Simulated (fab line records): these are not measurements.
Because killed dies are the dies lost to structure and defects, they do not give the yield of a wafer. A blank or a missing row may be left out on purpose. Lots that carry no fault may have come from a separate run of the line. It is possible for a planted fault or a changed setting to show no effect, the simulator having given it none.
Split-lot experiment    flow n5Finfet    39 wafers read from 7 lots, route of 1938 steps

== THE SPLIT ITSELF ==
At N5_BEOL_M0_SAQP_ETCH_84 (etches SOC in N2/H2, target depth 100 nm, overetch 20 nm, time 150 s), the setting timeS was moved away from the recipe's 150 s on 15 of the 39 wafers read, by -51.7% to +53.7%. All remaining wafers had this setting at the recipe value.

== BETWEEN THE SPLIT AND THE READING: the file shows 1 step in between ==
- N5_BEOL_M0_SAQP_STRIP_80: strips in N2/H2

== THE READING ==
SiARC_of_BEOL_M0_SAQP_COAT_82.thkNm (the simulator's own value, which no gauge read), in nm, at N5_BEOL_M0_SAQP_HM_OPEN_112 (chemistry CHF3/O2, target SiO2, stops on a-Si, target depth 12 nm, time 13.5 s). There is no usual value for it anywhere in the file. Average 4.7 nm, standard deviation 0.71 nm, over the 24 wafers here run with the recipe.

wafer   tool, chamber at the split  timeS as run, s  against the recipe  SiARC_of_BEOL_M0_SAQP_COAT_82.thkNm, nm  against lot-mates on the recipe
L075.1  rieDiel-04, 2               150              recipe              4.4                                      -
L075.2  rieDiel-04, 1               118.1            -21.3%              6.8                                      +2.2
L075.4  rieDiel-04, 3               118.1            -21.3%              6.8                                      +2.2
L075.3  rieDiel-04, 0               150              recipe              3.8                                      -
L075.5  rieDiel-04, 0               118.1            -21.3%              5.2                                      +0.6
L075.6  rieDiel-04, 1               150              recipe              5.6                                      -
L080.1  rieDiel-04, 0               230.5            +53.7%              0.8                                      -4.1
L080.2  rieDiel-04, 2               150              recipe              4.6                                      -
L080.3  rieDiel-04, 1               150              recipe              5.8                                      -
L080.4  rieDiel-04, 3               230.5            +53.7%              2.6                                      -2.3
L080.5  rieDiel-04, 3               230.5            +53.7%              2.8                                      -2.1
L080.6  rieDiel-04, 2               150              recipe              4.4                                      -
L083.1  rieDiel-03, 1               150              recipe              4.6                                      -
L083.2  rieDiel-03, 2               150              recipe              5.6                                      -
L083.3  rieDiel-03, 3               150              recipe              3.6                                      -
L085.1  rieDiel-03, 0               150              recipe              5.2                                      -
L085.2  rieDiel-03, 3               150              recipe              3.8                                      -
L085.5  rieDiel-03, 3               150              recipe              3.8                                      -
L085.3  rieDiel-03, 2               72.38            -51.7%              8.4                                      +4.1
L085.4  rieDiel-03, 1               72.38            -51.7%              8                                        +3.7
L085.6  rieDiel-03, 0               72.38            -51.7%              8.2                                      +3.9
L087.1  rieDiel-03, 1               150              recipe              5.2                                      -
L087.2  rieDiel-03, 0               150              recipe              5.6                                      -
L087.3  rieDiel-03, 3               150              recipe              4                                        -
L087.4  rieDiel-03, 0               125.8            -16.1%              6.6                                      +1.7
L087.5  rieDiel-03, 3               125.8            -16.1%              4.8                                      -0.1
L087.6  rieDiel-03, 1               125.8            -16.1%              6                                        +1.1
L089.1  rieDiel-03, 0,1             150              recipe              5.2                                      -
L089.2  rieDiel-03, 3               150              recipe              3.8                                      -
L089.3  rieDiel-03, 1               150              recipe              5                                        -
L089.5  rieDiel-03, 0,1             150              recipe              5                                        -
L089.4  rieDiel-03, 0               150              recipe              5.6                                      -
L089.6  rieDiel-03, 3               150              recipe              4                                        -
L096.1  rieDiel-03, 2               150              recipe              4.6                                      -
L096.2  rieDiel-03, 0               86.5             -42.3%              7.6                                      +3.1
L096.4  rieDiel-03, 1               86.5             -42.3%              7.6                                      +3.1
L096.3  rieDiel-03, 3               150              recipe              3.8                                      -
L096.5  rieDiel-03, 1               86.5             -42.3%              7.2                                      +2.7
L096.6  rieDiel-03, 0               150              recipe              5.2                                      -
If several chambers appear in one row, that row covers several wafers at once and the file leaves open which wafer was in which chamber.

FIT RESULTS
A straight line over all 39 wafers: SiARC_of_BEOL_M0_SAQP_COAT_82.thkNm changes by -0.0598 nm for each +1% of timeS; r = -0.90; the points scatter about the line by 0.73 nm.
The same after taking each lot's own level away (the mean of its wafers on the recipe; 39 wafers): -0.0647 nm for each +1%; r = -0.91; scatter 0.72 nm.
Per that fit: largest timeS move, reading shift of 3.5 nm.
Measured against the standard deviation above, the lots' own levels, which go from 4.27 to 4.93 nm, span 0.9 times it.
So the lot-to-lot level changes the slope little: the two slopes agree.
Check: with one of the wafers moved furthest among these (+53.7%) left out of the fit, the line predicts -3.19 nm for it against its lot-mates. Against them it came out at -4.13 nm.

== ADDITIONAL SPLITS CARRIED BY THESE WAFERS ==
These wafers also went through other splits before the reading. Each is held against what the fit with the lots' levels taken away leaves over:
other split on the same wafers    wafers away from the commonest value  r with SiARC_of_BEOL_M0_SAQP_COAT_82.thkNm (lot level and that fit taken away)
N5_FIN_SAQP_HM_DEP_72 targetThkA  15                                    +0.22
N5_FIN_CUT_CUT_ETCH_15 timeS      18                                    +0.10
N5_HKMG_FIN_DESCUM_53 timeS       18                                    -0.18

== THE WHOLE CHAIN: every reading that the file lists as answering this split, in the file's order ==
step                                 what it does                                                                        reading                                                                               change (the file's fit)                                                               r (the file's)
N5_BEOL_M0_SAQP_ETCH_84              etches SOC in N2/H2, target depth 100 nm, overetch 20 nm, time 150 s                etch.depthNm (the simulator's own value, which no gauge read)                         not straight: 56.9 at the lowest setting, 100.1 at the recipe, 99.62 at the highest   not given
N5_BEOL_M0_SAQP_ETCH_84              etches SOC in N2/H2, target depth 100 nm, overetch 20 nm, time 150 s                SiARC_of_BEOL_M0_SAQP_COAT_82.thkNm (the simulator's own value, which no gauge read)  -0.0592 nm for each +1% of the setting                                                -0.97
N5_BEOL_M0_SAQP_HM_OPEN_112          chemistry CHF3/O2, target SiO2, stops on a-Si, target depth 12 nm, time 13.5 s      SiARC_of_BEOL_M0_SAQP_COAT_82.thkNm (the simulator's own value, which no gauge read)  -0.0659 nm for each +1% of the setting                                                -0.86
N5_BEOL_M0_SAQP_MANDREL_ETCH_20      etches a-Si in HBr/Cl2, stops on SiNx, target depth 60 nm, bt time 10 s, time 30 s  oesProductAu                                                                          not straight: 0.328 at the lowest setting, 0.774 at the recipe, 0.780 at the highest  not given
N5_BEOL_M0_SAQP_MANDREL1_REMOVE_100  chemistry HBr/Cl2/O2, target a-Si, stops on SiNx, bt time 10 s                      oesProductAu                                                                          not straight: 0.380 at the lowest setting, 1.001 at the recipe, 0.991 at the highest  not given
N5_BEOL_M0_SAQP_MANDREL1_REMOVE_100  chemistry HBr/Cl2/O2, target a-Si, stops on SiNx, bt time 10 s                      BEOL_M0_SAQP.cdNm (the simulator's own value, which no gauge read)                    not straight: 43.4 at the lowest setting, 12.79 at the recipe, 12.8 at the highest    not given

== THE FILE'S OWN FIT ==
SiARC_of_BEOL_M0_SAQP_COAT_82.thkNm changes by -0.0659 nm for each +1% of timeS, r = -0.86.
